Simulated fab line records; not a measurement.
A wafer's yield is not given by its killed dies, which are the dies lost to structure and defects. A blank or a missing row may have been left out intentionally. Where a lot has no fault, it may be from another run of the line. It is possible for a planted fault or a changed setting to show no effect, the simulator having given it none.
What tool caused it? / flow nand_harc / 13 lots with 36 wafers sampled at 5 steps, on a route of 1159 steps

## WHAT THE GAUGES SHOWED, per wafer
NHARC_END_SORT_01.
lot=L449; measured=day 19 23:31; on=prober-01; defect_limited_yield (%)=95.6 95.1 95.7; killed_at_array=24 29 25; killed_at_other=1 2 1; killed_at_periphery=5 2 3; killed_dies=30 33 29; killed_open=3 1 1; killed_short=0 2 1; sort_bin_2_pct (%)=1.3 1.5 1.6; sort_bin_3_pct (%)=0 0.44 0.15; sort_bin_4_pct (%)=3.1 3.0 2.5; sort_n_pass=647 644 648; sort_rim_yield_pct (%)=97 94 93; sort_yield_pct (%)=95.6 95.1 95.7
lot=L445; measured=day 20 03:16; on=prober-02; defect_limited_yield (%)=96.8 96.9 96.9; killed_at_array=19 20 19; killed_at_other=1 0 0; killed_at_periphery=2 1 2; killed_dies=22 21 21; killed_open=1 2 2; killed_short=3 1 1; sort_bin_2_pct (%)=0.4 0.9 0.9; sort_bin_3_pct (%)=0.30 0 0.15; sort_bin_4_pct (%)=2.5 2.2 2.1; sort_n_pass=655 656 656; sort_rim_yield_pct (%)=94 95 98; sort_yield_pct (%)=96.8 96.9 96.9
lot=L446; measured=day 20 10:17; on=prober-02; defect_limited_yield (%)=97.9 97.8 98.8; killed_at_array=11 11 7; killed_at_other=1 2 0; killed_at_periphery=2 2 1; killed_dies=14 15 8; killed_open=3 1 3; killed_short=2 4 1; sort_bin_2_pct (%)=0.9 0.7 0.3; sort_bin_3_pct (%)=0 0 0; sort_bin_4_pct (%)=1.2 1.5 0.9; sort_n_pass=663 662 669; sort_rim_yield_pct (%)=98 97 99; sort_yield_pct (%)=97.9 97.8 98.8
lot=L450; measured=day 20 19:42; on=prober-01; defect_limited_yield (%)=93.5 94.2; killed_at_array=40 32; killed_at_other=2 1; killed_at_periphery=2 6; killed_dies=44 39; killed_open=3 5; killed_short=2 2; sort_bin_2_pct (%)=1.8 1.9; sort_bin_3_pct (%)=0.89 0.30; sort_bin_4_pct (%)=3.8 3.5; sort_n_pass=633 638; sort_rim_yield_pct (%)=88 92; sort_yield_pct (%)=93.5 94.2
lot=L448; measured=day 21 00:17; on=prober-02; defect_limited_yield (%)=97.8 97.9; killed_at_array=11 12; killed_at_other=0 0; killed_at_periphery=4 2; killed_dies=15 14; killed_open=3 2; killed_short=5 1; sort_bin_2_pct (%)=0.6 0.6; sort_bin_3_pct (%)=0 0; sort_bin_4_pct (%)=1.6 1.5; sort_n_pass=662 663; sort_rim_yield_pct (%)=97 99; sort_yield_pct (%)=97.8 97.9
lot=L452; measured=day 21 04:20; on=prober-01; defect_limited_yield (%)=97.0 96.3; killed_at_array=16 20; killed_at_other=1 0; killed_at_periphery=3 5; killed_dies=20 25; killed_open=1 3; killed_short=2 6; sort_bin_2_pct (%)=0.3 1.2; sort_bin_3_pct (%)=0.15 0.30; sort_bin_4_pct (%)=2.5 2.2; sort_n_pass=657 652; sort_rim_yield_pct (%)=94 93; sort_yield_pct (%)=97.0 96.3
lot=L457; measured=day 23 20:12; on=prober-01; defect_limited_yield (%)=97.0 97.3 97.8; killed_at_array=14 14 13; killed_at_other=1 0 0; killed_at_periphery=5 4 2; killed_dies=20 18 15; killed_open=6 5 4; killed_short=2 3 2; sort_bin_2_pct (%)=0.4 0.7 0.7; sort_bin_3_pct (%)=0.15 0.30 0; sort_bin_4_pct (%)=2.4 1.6 1.5; sort_n_pass=657 659 662; sort_rim_yield_pct (%)=99 96 100; sort_yield_pct (%)=97.0 97.3 97.8
lot=L461; measured=day 23 21:04; on=prober-02; defect_limited_yield (%)=93.1 93.5 94.5; killed_at_array=40 39 36; killed_at_other=0 0 0; killed_at_periphery=7 5 1; killed_dies=47 44 37; killed_open=3 3 3; killed_short=4 4 1; sort_bin_2_pct (%)=2.4 2.4 2.2; sort_bin_3_pct (%)=0.15 0.44 0.30; sort_bin_4_pct (%)=4.4 3.7 3.0; sort_n_pass=630 633 640; sort_rim_yield_pct (%)=87 86 94; sort_yield_pct (%)=93.1 93.5 94.5
lot=L462; measured=day 24 12:32; on=prober-01; defect_limited_yield (%)=96.5 97.0 96.8; killed_at_array=17 19 18; killed_at_other=2 1 1; killed_at_periphery=5 0 3; killed_dies=24 20 22; killed_open=5 2 4; killed_short=1 2 1; sort_bin_2_pct (%)=0.3 0.4 1.2; sort_bin_3_pct (%)=0.44 0 0.15; sort_bin_4_pct (%)=2.8 2.5 1.9; sort_n_pass=653 657 655; sort_rim_yield_pct (%)=97 97 98; sort_yield_pct (%)=96.5 97.0 96.8
lot=L466; measured=day 24 04:49; on=prober-02; defect_limited_yield (%)=94.8 96.3 96.0; killed_at_array=29 23 23; killed_at_other=0 0 2; killed_at_periphery=6 2 2; killed_dies=35 25 27; killed_open=4 1 2; killed_short=2 3 0; sort_bin_2_pct (%)=1.2 1.0 1.0; sort_bin_3_pct (%)=0.44 0.74 0.15; sort_bin_4_pct (%)=3.5 1.9 2.8; sort_n_pass=642 652 650; sort_rim_yield_pct (%)=90 93 98; sort_yield_pct (%)=94.8 96.3 96.0
lot=L463; measured=day 24 14:02; on=prober-02; defect_limited_yield (%)=93.2 93.4 95.0; killed_at_array=43 42 34; killed_at_other=1 0 0; killed_at_periphery=2 3 0; killed_dies=46 45 34; killed_open=5 5 0; killed_short=0 1 0; sort_bin_2_pct (%)=2.1 1.9 1.5; sort_bin_3_pct (%)=0.74 0.30 0.44; sort_bin_4_pct (%)=4.0 4.4 3.1; sort_n_pass=631 632 643; sort_rim_yield_pct (%)=96 90 92; sort_yield_pct (%)=93.2 93.4 95.0
lot=L465; measured=day 24 21:03; on=prober-02; defect_limited_yield (%)=93.1 92.9 93.9; killed_at_array=41 39 35; killed_at_other=0 0 0; killed_at_periphery=6 9 6; killed_dies=47 48 41; killed_open=3 4 3; killed_short=2 1 0; sort_bin_2_pct (%)=2.2 2.5 1.8; sort_bin_3_pct (%)=1.18 0.30 0.44; sort_bin_4_pct (%)=3.5 4.3 3.8; sort_n_pass=630 629 636; sort_rim_yield_pct (%)=90 93 84; sort_yield_pct (%)=93.1 92.9 93.9
lot=L467; measured=day 25 05:35; on=prober-02; defect_limited_yield (%)=96.8 95.0 95.0; killed_at_array=22 31 33; killed_at_other=0 0 0; killed_at_periphery=0 3 1; killed_dies=22 34 34; killed_open=1 5 2; killed_short=1 2 2; sort_bin_2_pct (%)=0.9 1.6 1.5; sort_bin_3_pct (%)=0.15 0.74 0.30; sort_bin_4_pct (%)=2.2 2.7 3.2; sort_n_pass=655 643 643; sort_rim_yield_pct (%)=92 93 96; sort_yield_pct (%)=96.8 95.0 95.0

## EACH LOT AND THE TOOL THAT RAN IT (in order: tool; ch and the chambers of the sampled wafers; start)
lot=L449; NHARC_THIN_TSV_DEGAS_49=pvd_sputter-02, day 19 04:29; NHARC_THIN_TSV_ANNEAL_52=rtp_anneal-02 ch 0, day 19 05:44; NHARC_THIN_TSV_ETCH_36=rie_metal-02 ch 0,1, day 19 08:05; NHARC_THIN_TSV_STRIP_56=plasma_asher-01 ch 0,1, day 19 08:12
lot=L445; NHARC_THIN_TSV_DEGAS_49=pvd_sputter-02, day 19 05:34; NHARC_THIN_TSV_ANNEAL_52=rtp_anneal-02 ch 0, day 19 06:55; NHARC_THIN_TSV_ETCH_36=rie_metal-01 ch 0,1, day 19 09:19; NHARC_THIN_TSV_STRIP_56=plasma_asher-01 ch 0,1, day 19 09:32
lot=L446; NHARC_THIN_TSV_DEGAS_49=pvd_sputter-01, day 19 08:04; NHARC_THIN_TSV_ANNEAL_52=rtp_anneal-02 ch 0, day 19 09:25; NHARC_THIN_TSV_ETCH_36=rie_metal-01 ch 0,1, day 19 11:42; NHARC_THIN_TSV_STRIP_56=plasma_asher-02 ch 0,1, day 19 11:55
lot=L450; NHARC_THIN_TSV_DEGAS_49=pvd_sputter-02, day 20 00:26; NHARC_THIN_TSV_ANNEAL_52=rtp_anneal-01 ch 0, day 20 01:39; NHARC_THIN_TSV_ETCH_36=rie_metal-01 ch 0, day 20 04:22; NHARC_THIN_TSV_STRIP_56=plasma_asher-02 ch 0,1, day 20 04:54
lot=L448; NHARC_THIN_TSV_DEGAS_49=pvd_sputter-02, day 20 01:32; NHARC_THIN_TSV_ANNEAL_52=rtp_anneal-02 ch 0, day 20 02:43; NHARC_THIN_TSV_ETCH_36=rie_metal-01 ch 0, day 20 05:44; NHARC_THIN_TSV_STRIP_56=plasma_asher-02 ch 0,1, day 20 05:56
lot=L452; NHARC_THIN_TSV_DEGAS_49=pvd_sputter-01, day 20 06:56; NHARC_THIN_TSV_ANNEAL_52=rtp_anneal-01 ch 0, day 20 08:11; NHARC_THIN_TSV_ETCH_36=rie_metal-01 ch 0,1, day 20 10:41; NHARC_THIN_TSV_STRIP_56=plasma_asher-01 ch 1, day 20 10:47
lot=L457; NHARC_THIN_TSV_DEGAS_49=pvd_sputter-01, day 23 01:35; NHARC_THIN_TSV_ANNEAL_52=rtp_anneal-02 ch 0, day 23 02:46; NHARC_THIN_TSV_ETCH_36=rie_metal-01 ch 0,1, day 23 05:16; NHARC_THIN_TSV_STRIP_56=plasma_asher-01 ch 0,1, day 23 05:22
lot=L461; NHARC_THIN_TSV_DEGAS_49=pvd_sputter-03, day 23 04:34; NHARC_THIN_TSV_ANNEAL_52=rtp_anneal-01 ch 0, day 23 05:47; NHARC_THIN_TSV_ETCH_36=rie_metal-03 ch 0, day 23 08:22; NHARC_THIN_TSV_STRIP_56=plasma_asher-02 ch 0, day 23 08:31
lot=L462; NHARC_THIN_TSV_DEGAS_49=pvd_sputter-01, day 23 15:37; NHARC_THIN_TSV_ANNEAL_52=rtp_anneal-01 ch 0, day 23 16:56; NHARC_THIN_TSV_ETCH_36=rie_metal-03 ch 0,1, day 23 19:22; NHARC_THIN_TSV_STRIP_56=plasma_asher-01 ch 0,1, day 23 19:38
lot=L466; NHARC_THIN_TSV_DEGAS_49=pvd_sputter-02, day 23 17:00; NHARC_THIN_TSV_ANNEAL_52=rtp_anneal-01 ch 0, day 23 18:13; NHARC_THIN_TSV_ETCH_36=rie_metal-01 ch 0,1, day 23 20:32; NHARC_THIN_TSV_STRIP_56=plasma_asher-02 ch 0,1, day 23 20:41
lot=L463; NHARC_THIN_TSV_DEGAS_49=pvd_sputter-03, day 24 00:23; NHARC_THIN_TSV_ANNEAL_52=rtp_anneal-02 ch 0, day 24 01:37; NHARC_THIN_TSV_ETCH_36=rie_metal-02 ch 1, day 24 04:03; NHARC_THIN_TSV_STRIP_56=plasma_asher-01 ch 0,1, day 24 04:09
lot=L465; NHARC_THIN_TSV_DEGAS_49=pvd_sputter-01, day 24 02:44; NHARC_THIN_TSV_ANNEAL_52=rtp_anneal-02 ch 0, day 24 03:59; NHARC_THIN_TSV_ETCH_36=rie_metal-01 ch 0,1, day 24 06:23; NHARC_THIN_TSV_STRIP_56=plasma_asher-01 ch 0,1, day 24 06:29
lot=L467; NHARC_THIN_TSV_DEGAS_49=pvd_sputter-01, day 24 09:38; NHARC_THIN_TSV_ANNEAL_52=rtp_anneal-01 ch 0, day 24 10:52; NHARC_THIN_TSV_ETCH_36=rie_metal-01 ch 0, day 24 13:13; NHARC_THIN_TSV_STRIP_56=plasma_asher-01 ch 0,1, day 24 13:22
- NHARC_THIN_TSV_DEGAS_49: time 120 s.
- NHARC_THIN_TSV_ANNEAL_52: time 90 s.
- NHARC_THIN_TSV_ETCH_36: etches the open film in Cl2/BCl3, target depth 65 nm, time 18.571 s.
- NHARC_THIN_TSV_STRIP_56: strips in O2.

## AS READ BY THE TOOLS THEMSELVES (means over the sampled wafers that have a number; for cases with no such wafer, the mark the record gives instead)
NHARC_THIN_TSV_DEGAS_49.
lot=L449; tool=pvd_sputter-02; heater_power_w (W)=522
lot=L445; tool=pvd_sputter-02; heater_power_w (W)=479
lot=L446; tool=pvd_sputter-01; heater_power_w (W)=504
lot=L450; tool=pvd_sputter-02; heater_power_w (W)=469
lot=L448; tool=pvd_sputter-02; heater_power_w (W)=504
lot=L452; tool=pvd_sputter-01; heater_power_w (W)=459
lot=L457; tool=pvd_sputter-01; heater_power_w (W)=405
lot=L461; tool=pvd_sputter-03; heater_power_w (W)=499
lot=L462; tool=pvd_sputter-01; heater_power_w (W)=453
lot=L466; tool=pvd_sputter-02; heater_power_w (W)=452
lot=L463; tool=pvd_sputter-03; heater_power_w (W)=504
lot=L465; tool=pvd_sputter-01; heater_power_w (W)=422
lot=L467; tool=pvd_sputter-01; heater_power_w (W)=465

NHARC_THIN_TSV_ANNEAL_52.
lot=L449 tool=rtp_anneal-02 wafer_temp_C_max=226.8
lot=L445 tool=rtp_anneal-02 wafer_temp_C_max=226.7
lot=L446 tool=rtp_anneal-02 wafer_temp_C_max=226.9
lot=L450 tool=rtp_anneal-01 wafer_temp_C_max=226.1
lot=L448 tool=rtp_anneal-02 wafer_temp_C_max=226.8
lot=L452 tool=rtp_anneal-01 wafer_temp_C_max=225.9
lot=L457 tool=rtp_anneal-02 wafer_temp_C_max=226.8
lot=L461 tool=rtp_anneal-01 wafer_temp_C_max=226.0
lot=L462 tool=rtp_anneal-01 wafer_temp_C_max=226.0
lot=L466 tool=rtp_anneal-01 wafer_temp_C_max=226.0
lot=L463 tool=rtp_anneal-02 wafer_temp_C_max=226.8
lot=L465 tool=rtp_anneal-02 wafer_temp_C_max=226.8
lot=L467 tool=rtp_anneal-01 wafer_temp_C_max=225.9

NHARC_THIN_TSV_ETCH_36.
lot=L449; tool=rie_metal-02; drypump_motor_current_A (A)=5.4; oes_product_au (a.u.)=1.001
lot=L445; tool=rie_metal-01; drypump_motor_current_A (A)=5.8; oes_product_au (a.u.)=1.012
lot=L446; tool=rie_metal-01; drypump_motor_current_A (A)=5.8; oes_product_au (a.u.)=1.004
lot=L450; tool=rie_metal-01; drypump_motor_current_A (A)=5.7; oes_product_au (a.u.)=0.847
lot=L448; tool=rie_metal-01; drypump_motor_current_A (A)=5.7; oes_product_au (a.u.)=0.927
lot=L452; tool=rie_metal-01; drypump_motor_current_A (A)=5.8; oes_product_au (a.u.)=0.930
lot=L457; tool=rie_metal-01; drypump_motor_current_A (A)=5.8; oes_product_au (a.u.)=1.004
lot=L461; tool=rie_metal-03; drypump_motor_current_A (A)=6.0; oes_product_au (a.u.)=1.002
lot=L462; tool=rie_metal-03; drypump_motor_current_A (A)=6.3; oes_product_au (a.u.)=1.003
lot=L466; tool=rie_metal-01; drypump_motor_current_A (A)=5.8; oes_product_au (a.u.)=0.992
lot=L463; tool=rie_metal-02; drypump_motor_current_A (A)=5.4; oes_product_au (a.u.)=0.996
lot=L465; tool=rie_metal-01; drypump_motor_current_A (A)=5.8; oes_product_au (a.u.)=1.001
lot=L467; tool=rie_metal-01; drypump_motor_current_A (A)=5.7; oes_product_au (a.u.)=1.001

NHARC_THIN_TSV_STRIP_56.
lot=L449; tool=plasma_asher-01; drypump_motor_current_A (A)=5.8; heater_power_w (W)=317
lot=L445; tool=plasma_asher-01; drypump_motor_current_A (A)=5.8; heater_power_w (W)=317
lot=L446; tool=plasma_asher-02; drypump_motor_current_A (A)=6.4; heater_power_w (W)=302
lot=L450; tool=plasma_asher-02; drypump_motor_current_A (A)=6.3; heater_power_w (W)=306
lot=L448; tool=plasma_asher-02; drypump_motor_current_A (A)=6.3; heater_power_w (W)=306
lot=L452; tool=plasma_asher-01; drypump_motor_current_A (A)=5.8; heater_power_w (W)=320
lot=L457; tool=plasma_asher-01; drypump_motor_current_A (A)=5.9; heater_power_w (W)=336
lot=L461; tool=plasma_asher-02; drypump_motor_current_A (A)=6.0; heater_power_w (W)=310
lot=L462; tool=plasma_asher-01; drypump_motor_current_A (A)=5.8; heater_power_w (W)=328
lot=L466; tool=plasma_asher-02; drypump_motor_current_A (A)=6.2; heater_power_w (W)=301
lot=L463; tool=plasma_asher-01; drypump_motor_current_A (A)=5.9; heater_power_w (W)=336
lot=L465; tool=plasma_asher-01; drypump_motor_current_A (A)=5.8; heater_power_w (W)=332
lot=L467; tool=plasma_asher-01; drypump_motor_current_A (A)=5.8; heater_power_w (W)=328

## THE ANSWER, worked out from the rows above alone
Rule: what is usual is taken from the lots themselves. Put in order of their means at a reading, lots are off if they are a third of the lots or fewer, leave a main group of 4 or more, and stand apart from it by a gap of 3 or more times the standard deviation of the main group's means; of several such gaps the widest counts. Not used: any main group whose means are identical at the precision the tables above print for the reading. A lot without any number at a reading at which 4 lots or more have one is off too. The other lots that the step has rows for count as sound. The gauges are gone through in route order, then the tools' own readings, and for those a lot's mean is taken as printed above. The first step at which some lot is off is used, and at that step the reading that is off furthest; a lot without a number counts as furthest.
Off, at NHARC_THIN_TSV_ETCH_36 on oes_product_au: L450, L448, L452. The main group: mean 1.002 a.u., standard deviation 0.005.
If a tool, at that step or one of the process steps before it, ran each lot that is off and ran no sound lot following the first of them, it fits. No candidate that was tried fits.

## WHAT THE SIMULATOR PUT IN
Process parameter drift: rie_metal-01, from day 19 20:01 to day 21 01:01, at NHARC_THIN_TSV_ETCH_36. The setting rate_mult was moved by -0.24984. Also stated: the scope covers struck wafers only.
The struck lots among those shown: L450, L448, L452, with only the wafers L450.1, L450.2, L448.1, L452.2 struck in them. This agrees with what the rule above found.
